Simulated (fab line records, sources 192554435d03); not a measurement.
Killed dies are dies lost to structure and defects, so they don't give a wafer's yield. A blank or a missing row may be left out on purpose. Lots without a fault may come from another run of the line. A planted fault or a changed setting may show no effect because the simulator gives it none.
fab line records | flow n5_finfet
record lots=3 wafers=9 last_day=18
route steps=1938 shown BEOL_M2@841 BEOL_M4@1111 PASSIVATION@1936
lots that met no fault: from a run of the same line without faults
start_h: hours from the record's first day to the start of the lot's first wafer shown | wait_h: hours since the lot's step before | " the same as in the row above | L1.1+2: a row that stands for several wafers | - no value, or no start given | * or withheld: withheld | < > ~ a bound
route shown NAME@n: a module of which the file shows steps, and the number in the route of the first | usual: mean/standard deviation of fault-free wafers | same: alike in all rows | chamber/n: place in a boat | sites: the reading at each site | _std_site: their standard deviation | _edge_site: outer sites' mean less inner sites' | radius_mm: how far each site lies from the wafer's centre | mask NAME#n: copy n | behind: the tool/chamber that last shaped the wafer | hold: why the lot was held/for how many hours/how that ended | device: the transistor (n, p or np) that didn't switch | end of line: the same wafers' tests at the end of the route | a step without rows: its recipe alone | killed: dies lost to structure and defects at the first sort, not the wafer's yield | map: a wafer's dies, x killed, . not, _ none there
set.NAME: the setting as run; set.NAME@STEP: as run at that earlier step | model.NAME: the simulator's own value behind a step, which no gauge read
lots at some steps of the route; a table a step, a row a wafer
services: from which hour (start_h, from the record's first day; less than 0 if before it) a tool's chamber was out of use, for how many hours, and why
## steps
# step N5_BEOL_M2_ILD_DEP_00
# recipe material=SiOC target_thk_a=790 temp_c=350 precursor=DEMS/O2 pressure_torr=5 rf_w=500 time_s=15.3
# step N5_BEOL_M2_PECVD_72
# recipe material=SiO2 target_thk_a=160 temp_c=400 precursor=TEOS/O2 pressure_torr=5.5 rf_w=450 teos_flow_sccm=53.8 gas=O2 flow_sccm=3000 time_s=18
# step N5_BEOL_M2_HM_DEP_02
# recipe material=TiN target_thk_a=200 temp_c=25 chamber_pressure_pa=0.49996
# step N5_BEOL_M2_COAT_61
# recipe resist=SOC temp_c=250 time_s=60 spin_rpm=1500 resist_thk_nm=60
# step N5_BEOL_M2_COAT_62
# recipe resist=SiARC temp_c=220 time_s=60 spin_rpm=1500 resist_thk_nm=12
# step N5_BEOL_M2_COAT_73
# recipe resist=underlayer temp_c=205 time_s=60 spin_rpm=1500 resist_thk_nm=5
# step N5_BEOL_M2_COAT_05
# recipe resist=CAR-EUV spin_rpm=1500 resist_thk_nm=30
# step N5_BEOL_M2_EBR_07
# recipe solvent=PGMEA ebr_width_mm=1.5
# step N5_BEOL_M2_SOFTBAKE_06
# recipe temp_c=110 time_s=60 resist=CAR-EUV
# step N5_BEOL_M2_EXPOSE_08
# recipe mask_id=M2 na=0.33 source_shape=dipole sigma_inner=0.369 sigma_outer=0.767 polarization=unpolarized dose_mj=41.25
# usual stage_msd_nm=0.86/0.068
# columns lot.wafer tool chamber start_h wait_h mask stage_msd_nm
L874.3 euv_scanner-01 0 142.25 - M2#0 0.92
L874.4 " 0 " " M2#0 0.92
L874.5 " 0 " " M2#0 0.93
L875.1 euv_scanner-02 0 157.02 - M2#0 0.79
L875.2 " 0 " " M2#0 0.79
L875.6 " 0 " " M2#0 0.79
L893.1 euv_scanner-02 0 271.90 - M2#0 0.78
L893.2 " 0 " " M2#0 0.78
L893.3 " 0 " " M2#0 0.78
# step N5_BEOL_M2_PEB_09
# recipe peb_temp_c=100 peb_time_s=60 resist=CAR-EUV
# step N5_BEOL_M2_DEVELOP_10
# recipe develop_time_s=30 developer=TMAH resist=CAR-EUV rinse_liquid=surfactant_rinse dry=air_spin dev_temp_c=23
# step N5_BEOL_M2_DESCUM_16
# recipe chemistry=O2 time_s=7 source_power_w=50 bias_power_w=20 pressure_mtorr=20 rf_frequency_hz=2.712e+07 temp_c=40 resist=CAR-EUV o2_flow_sccm=225
# step N5_BEOL_M2_ETCH_74
# recipe chemistry=N2/H2 target=underlayer target_depth_a=65 mask_material=CAR-EUV time_s=5.2 ion_energy_ev=200 pressure_mtorr=30 source_w=840 bias_w=150 n2_flow_sccm=200 h2_flow_sccm=200 ends=cleared
# step N5_BEOL_M2_ETCH_63
# recipe chemistry=CF4 target=SiARC target_depth_a=156 mask_material=CAR-EUV time_s=26 ion_energy_ev=80 pressure_mtorr=40 source_w=545 bias_w=36 Ar_flow_sccm=100 cf4_flow_sccm=100 ends=cleared
# step N5_BEOL_M2_ETCH_64
# recipe chemistry=N2/H2 target=SOC target_depth_a=750 overetch_a=225 mask_material=SiARC temp_c=40 time_s=121.9 ion_energy_ev=200 pressure_mtorr=30 source_w=840 bias_w=150 n2_flow_sccm=200 h2_flow_sccm=200
# step N5_BEOL_M2_STRIP_65
# recipe chemistry=N2/H2 temp_c=40 n2_flow_sccm=200 h2_flow_sccm=200 rf_frequency_hz=6e+07
# step N5_BEOL_M2_STRIP_75
# recipe chemistry=N2/H2 temp_c=40 n2_flow_sccm=200 h2_flow_sccm=200 rf_frequency_hz=6e+07
# step N5_BEOL_M2_STRIP_66
# recipe chemistry=CF4 resist=SiARC power_w=300 bias_power_w=75 pressure_mtorr=50 cf4_flow_sccm=150 rf_frequency_hz=6e+07
# step N5_BEOL_M2_HM_OPEN_17
# recipe chemistry=Cl2/BCl3 target_depth_a=200 overetch_a=60 target=TiN mask_material=SOC ion_energy_ev=150 pressure_mtorr=10 icp_w=1000 bias_w=126 Cl2_flow_sccm=53.25 bcl3_flow_sccm=21.75 Ar_flow_sccm=25
# step N5_BEOL_M2_STRIP_19
# recipe chemistry=O2 power_w=400 temp_c=40 pressure_mtorr=30 rf_frequency_hz=6e+07 bias_power_w=0 overash_fraction=0.2 o2_flow_sccm=225
# step N5_BEOL_M2_COAT_67
# recipe resist=SOC temp_c=250 time_s=60 spin_rpm=1500 resist_thk_nm=60
# step N5_BEOL_M2_COAT_68
# recipe resist=SiARC temp_c=220 time_s=60 spin_rpm=1500 resist_thk_nm=12
# step N5_BEOL_M2_COAT_76
# recipe resist=underlayer temp_c=205 time_s=60 spin_rpm=1500 resist_thk_nm=5
# step N5_BEOL_M2_COAT_22
# recipe resist=CAR-EUV spin_rpm=1500 resist_thk_nm=30
# step N5_BEOL_M2_EBR_24
# recipe solvent=PGMEA ebr_width_mm=1.5
# step N5_BEOL_M2_SOFTBAKE_23
# recipe temp_c=110 time_s=60 resist=CAR-EUV
# step N5_BEOL_M2_EXPOSE_25
# recipe mask_id=V1 na=0.33 source_shape=quasar sigma_inner=0.2 sigma_outer=0.8 polarization=unpolarized defocus_nm=5 dose_mj=63
# step N5_BEOL_M2_PEB_26
# recipe peb_temp_c=100 peb_time_s=60 resist=CAR-EUV
# step N5_BEOL_M2_DEVELOP_27
# recipe develop_time_s=30 developer=TMAH resist=CAR-EUV rinse_liquid=surfactant_rinse dry=air_spin dev_temp_c=23
# step N5_BEOL_M2_DESCUM_33
# recipe chemistry=O2 time_s=7 source_power_w=50 bias_power_w=20 pressure_mtorr=20 rf_frequency_hz=2.712e+07 temp_c=40 resist=CAR-EUV o2_flow_sccm=225
# step N5_BEOL_M2_ETCH_77
# recipe chemistry=N2/H2 target=underlayer target_depth_a=65 mask_material=CAR-EUV time_s=5.2 ion_energy_ev=200 pressure_mtorr=30 source_w=840 bias_w=150 n2_flow_sccm=200 h2_flow_sccm=200 ends=cleared
# step N5_BEOL_M4_RC_MEAS_101
# usual DIBL_N=35.8/2.2 DIBL_P=35.3/2.7 IOFF_N=0.16/0.043 IOFF_P=0.21/0.043 ION_N=676/15 ION_P=463/9.1 SS_N=71.4/0.77 SS_P=73.0/0.79 VT_N=250/4 VT_P=-249.8/2.8
# columns lot.wafer tool chamber start_h wait_h DIBL_N[mV/V] DIBL_P[mV/V] IOFF_N[nA/um] IOFF_P[nA/um] ION_N[uA/um] ION_P[uA/um] SS_N[mV/dec] SS_P[mV/dec] VT_N[mV] VT_P[mV]
L874.3 prober-02 0 193.80 0.3 35.3 36.3 0.16 0.21 687 464 72.0 73.4 249 -248.4
L874.4 " 0 " " 34.3 35.7 0.14 0.21 685 476 70.9 72.9 251 -246.8
L874.5 " 0 " " 32.9 33.3 0.12 0.17 666 463 71.3 72.2 251 -248.3
L875.1 prober-01 0 197.28 0.0 35.6 35.3 0.14 0.20 677 473 71.6 73.0 251 -253.8
L875.2 " 0 " " 37.6 37.4 0.17 0.23 684 466 72.4 73.2 250 -249.5
L875.6 " 0 " " 32.2 31.2 0.10 0.15 657 456 70.6 72.1 252 -254.5
L893.1 prober-02 0 309.59 0.0 36.3 35.4 0.18 0.20 679 457 71.3 72.6 247 -252.6
L893.2 " 0 " " 36.7 36.1 0.18 0.21 680 462 71.8 72.7 248 -250.3
# step N5_PASSIVATION_PROBE_49
# usual defect_limited_yield=91.1/1.4 killed_at_M0_to_M3=34/11 killed_at_M4_up=14/5.6 killed_at_contacts=13/5.9 killed_at_front_end=40/11 killed_at_other=4/3.1 killed_dies=105/16 killed_on_rim=14/4.2 killed_open=68/11 killed_short=34/8.4 sort_bin_5_function=5.2/0.86 sort_bin_6_memory=3.2/0.7 sort_n_pass=1074/21 sort_yield_pct=91.0/1.8
# same gross_dies=1180 killed_at_back_side=0 sort_bin_4_leakage[%]=0 sort_bin_8_speed[%]=0
# columns lot.wafer tool chamber start_h wait_h defect_limited_yield[%] killed_at_M0_to_M3 killed_at_M4_up killed_at_contacts killed_at_front_end killed_at_other killed_dies killed_on_rim killed_open killed_short sort_bin_5_function[%] sort_bin_6_memory[%] sort_n_pass sort_yield_pct[%]
L874.3 prober-02 - 295.48 0.1 90.3 39 7 10 55 4 115 15 67 41 4.5 4.1 1065 90.3
L874.4 prober-02 - 295.53 0.2 90.2 30 21 11 44 10 116 13 82 34 5.3 4.5 1064 90.2
L874.5 prober-02 - 295.58 0.2 90.3 31 13 18 50 3 115 16 69 46 5.3 4.2 1065 90.3
L875.1 prober-01 - 300.08 0.0 92.3 30 19 7 34 1 91 7 66 25 3.9 3.8 1089 92.3
L875.2 prober-01 - 300.13 0.1 91.8 32 16 7 36 6 97 14 64 30 5.9 2.2 1083 91.8
L875.6 prober-01 - 300.33 0.3 91.9 30 23 6 35 1 95 17 67 28 5.1 2.8 1085 91.9
L893.1 prober-02 - 429.93 1.4 85.8 75 15 19 55 3 167 29 79 32 7.2 5.6 1013 85.8
L893.2 prober-02 - 429.98 1.5 92.4 30 18 15 26 1 90 11 63 23 5.2 1.9 1090 92.4
L893.3 prober-02 - 430.03 1.5 35.3 701 26 10 21 6 764 102 60 29 41.1 19.9 416 35.3
# killed by level:class
L874.3 FIN_SAQP:geometric_particle:open=12 BEOL_M2:geometric_particle:open=9 GATE_CUT:geometric_particle:short=8 BEOL_M0_SAQP:geometric_particle:short=8 STI_FIN_REVEAL:geometric_particle:open=7 MOL_CONTACT_COAG:geometric_particle:open=7 HKMG_FIN:area_etch=7 FIN_SAQP:geometric_particle:short=6
L874.4 FIN_SAQP:geometric_particle:open=17 MOL_CONTACT_COAG:geometric_particle:open=10 BEOL_M4:geometric_particle:open=9 BEOL_M2:geometric_particle:open=8 FIN_SAQP:geometric_particle:short=7 BEOL_M0_SAQP:geometric_particle:open=7 BEOL_M0_SAQP:geometric_particle:short=5 MIM_TOP_ETCH:geometric_particle:open=4
L874.5 MOL_CONTACT_COAG:geometric_particle:open=14 FIN_SAQP:geometric_particle:open=10 FIN_SAQP:geometric_particle:short=9 BEOL_M2:geometric_particle:open=9 GATE_CUT:geometric_particle:short=7 BEOL_M0_SAQP:geometric_particle:short=7 DUMMY_GATE:geometric_particle:open=6 BEOL_M0_SAQP:geometric_particle:open=5
L875.1 STI_FIN_REVEAL:geometric_particle:open=13 BEOL_M0_SAQP:geometric_particle:open=8 BEOL_M2:geometric_particle:open=8 BEOL_M5:geometric_particle:open=6 MOL_CONTACT_COAG:geometric_particle:open=6 FIN_SAQP:geometric_particle:open=5 BEOL_M4:geometric_particle:open=5 BEOL_M0_SAQP:geometric_particle:short=5
L875.2 FIN_SAQP:geometric_particle:open=9 BEOL_M2:geometric_particle:open=9 BEOL_M0_SAQP:geometric_particle:open=7 BEOL_M0_SAQP:geometric_particle:short=7 FIN_SAQP:geometric_particle:short=6 BEOL_M4:geometric_particle:open=6 DUMMY_GATE:geometric_particle:open=4 MOL_CONTACT_COAG:geometric_particle:open=4
L875.6 BEOL_M2:geometric_particle:open=14 BEOL_M4:geometric_particle:open=10 FIN_SAQP:geometric_particle:short=7 DUMMY_GATE:geometric_particle:open=7 MOL_CONTACT_COAG:geometric_particle:open=6 FIN_SAQP:geometric_particle:open=5 STI_FIN_REVEAL:geometric_particle:open=5 GATE_CUT:geometric_particle:short=4
L893.1 BEOL_M2:area_expose=46 MOL_CONTACT_COAG:geometric_particle:open=16 FIN_SAQP:geometric_particle:open=15 STI_FIN_REVEAL:geometric_particle:open=11 HKMG_FIN:area_etch=9 BEOL_M4:geometric_particle:open=8 BEOL_M0_SAQP:geometric_particle:short=7 BEOL_M0_SAQP:geometric_particle:open=6
L893.2 MOL_CONTACT_COAG:geometric_particle:open=11 BEOL_M0_SAQP:geometric_particle:short=11 BEOL_M4:geometric_particle:open=8 FIN_SAQP:geometric_particle:open=5 STARTING-WAFER:geometric_particle:open=5 STI_FIN_REVEAL:geometric_particle:open=4 MOL_CONTACT_COAG:geometric_particle:short=4 BEOL_M1:geometric_particle:open=4
L893.3 BEOL_M2:area_expose=672 MOL_CONTACT_COAG:geometric_particle:open=9 BEOL_M0_SAQP:geometric_particle:open=8 BEOL_M4:geometric_particle:open=8 BEOL_M0_SAQP:geometric_particle:short=7 BEOL_M4:geometric_particle:short=5 ILD0:geometric_particle:short=4 BEOL_M5:geometric_particle:open=4
# map L893.3 (x killed, . not)
_________________x..xxxx.x.xx________________
______________..xxxxxxxxxx.xxx.x_____________
___________xxx.xxxxxx.xxxxxxxxx.x.x__________
__________x..xxxx.x.xxxxxxxx....x..x_________
________xxxxxx...x..xx.xx.xx.xxxx.x..x_______
_______xxxx....x...xxxx...xx.x.x.xx.xxx______
______xx...x..xxx..x..x.xx..xxx.xx.x.xxx_____
_____xx.xxxxxxxxxxxxxx.xxxxxxxx.x..xxxxx.____
____.x.x..xxxxxxx..xxx.xxxxxxxxxx.xxx.x...___
___x.x..x.x.x.x..xx.xx......x...xxxx.xxxxx.__
___xxxxxx..x..........xxxxxx.xxx.x....x.xxx__
__xxxxxx.xxx.xx.xxxxxxxxx.x..xxx.x.x.xxxx.xx_
__..xx...xxx.xx.x.x.xx.xxxx.x..x...xxxxx...x_
_.xx...xx..xxx.x.xx.x.xxx.xxx.xxxxxxxx..xxxxx
_x.xxxx.xxx..xxxxxxxxx..xxxx...xxxxxx..xxxxxx
_xxx...xxx.xxxxxx..xx...x.x.x.xxxxxxxxx.xxxxx
_xx.xxxxxxxxx..x..xx....x..xxxxxxxx...xx.x.xx
_..xx.x.xx.x..xxxx.xxx.xx.xx...x.xxx.xxxxxx..
_x.x.xx.x..xxxx.x.xx.xx.xxxx.x..x.xxxxx.xxxxx
_.x..x.x.xx.xx..xxxxxxxxxx.x...x.x...xx.x..xx
_..x..x.x..x......xxxxxx..xxxx.xxxxxxxxx.....
__.xxx.xxxxxx.xxxxxxx.xxxxxxxxx.xxxx...x.xxx_
__xxxx.x.xx.x..x.x.x...xx..xxxxxx...xxxx.xxx_
___xxxxxxxx.xxxxxxxxx...xxxx.x..xx..xx.x.x.__
___x.xxxx..xx..x.x.xxxxxxxxxxxxx..xxx.x.xxx__
____x.xxxxxxx.x.x.xxxx..x..xx..x.x...xxxxx___
_____xxxxx..x...xxx....xx..x..x.xx.xxxxxx____
______.xxxx.x...xx.xxxx..xx.x.x...xx..x._____
_______...xxx....xx.xxxx.xxxx.xxxx.x.xx______
________.xxx.xxx.xxx.xxx.xx.x..x.xxx.x_______
__________.xx..xx.x.xxxx..xxxxxxx.xx_________
___________.xx...xx...xxx.x...x.x.x__________
______________.xxxxxxxxxxxx.xxxx_____________
_________________.xxxx.x.x..x________________
# map L875.2 (x killed, . not)
_________________...x........________________
______________.................._____________
___________..x..x.......x......x...__________
__________..............x..........._________
________...x........x..x.............._______
_______..........x....................x______
______.x.............x...x.............._____
_____.......x..............x...x.........____
____.......x.............x.............x..___
___..................x.xx..................__
___......x.................................__
__......x...x..............................._
__...............x......x........x.........._
_................................xx.......x..
_....x............x..........................
_...x.....x...x.................x..x.........
_...x..................xx........x...........
_..x.....x..............x.................x..
_..x......xx.x...............................
_...x..........x..............x...x..........
_..........................x.................
__.x.......x..x..x.........x..........x....._
__x.......x...............x................._
___............x......x......x............x__
___........................................__
____....x...x......x..x....x.............x___
_____...............x..........x.........____
______.....xx........................x.._____
_______......xx.......x................______
________......................x......x_______
__________........x.....x...x.x....._________
___________.........x...x.x........__________
______________...x..........x..._____________
_________________x...xx......________________
## services
# columns tool chamber start_h hours kind
euv_scanner-01 - 161.65 5.8 pm
euv_scanner-02 - 170.78 1.0 pm
euv_scanner-01 - 171.79 1.0 pm
euv_scanner-02 0 190.17 - calibration
euv_scanner-01 - 198.03 4.6 pm
euv_scanner-02 - 198.73 0.1 repair
euv_scanner-01 0 212.03 - calibration
euv_scanner-01 - 220.58 0.3 repair
euv_scanner-02 - 226.93 1.0 pm
euv_scanner-01 - 227.94 1.0 pm
euv_scanner-02 - 237.99 4.6 pm
euv_scanner-02 - 248.70 5.8 pm
euv_scanner-01 - 254.48 12.0 pm
## key
first_sign step=N5_PASSIVATION_PROBE_49 reading=killed_at_M0_to_M3 direction=up sigmas=21 usual=34 struck=269 wafers_moved=2
effect step=N5_PASSIVATION_PROBE_49 reading=sort_bin_5_function direction=up sigmas=15 usual=5.2 struck=17.8 wafers_moved=2
more_kills_born_at N5_BEOL_M2_EXPOSE_08@euv_scanner-02=719
met_at N5_BEOL_M2_EXPOSE_08
struck_wafers L893.1,L893.2,L893.3
later_rows_left_out L893.3
loop_trim step=N5_BEOL_M2_EXPOSE_08 setting=dose lots=L893
onset_between 157.02 271.90
also_fits time
fault kind=process_parameter_drift tool=euv_scanner-02 chamber=- onset_h=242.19 steps=N5_BEOL_M2_EXPOSE_08 channel=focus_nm offset=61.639 spread_by_wafer=0.3 shape=step end_h=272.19
# later_rows_left_out: the simulator's readings of these wafers behind a module that went badly wrong aren't trusted and aren't shown, but for the sort
# loop_trim: a control loop set the setting to another value than it would have without faults
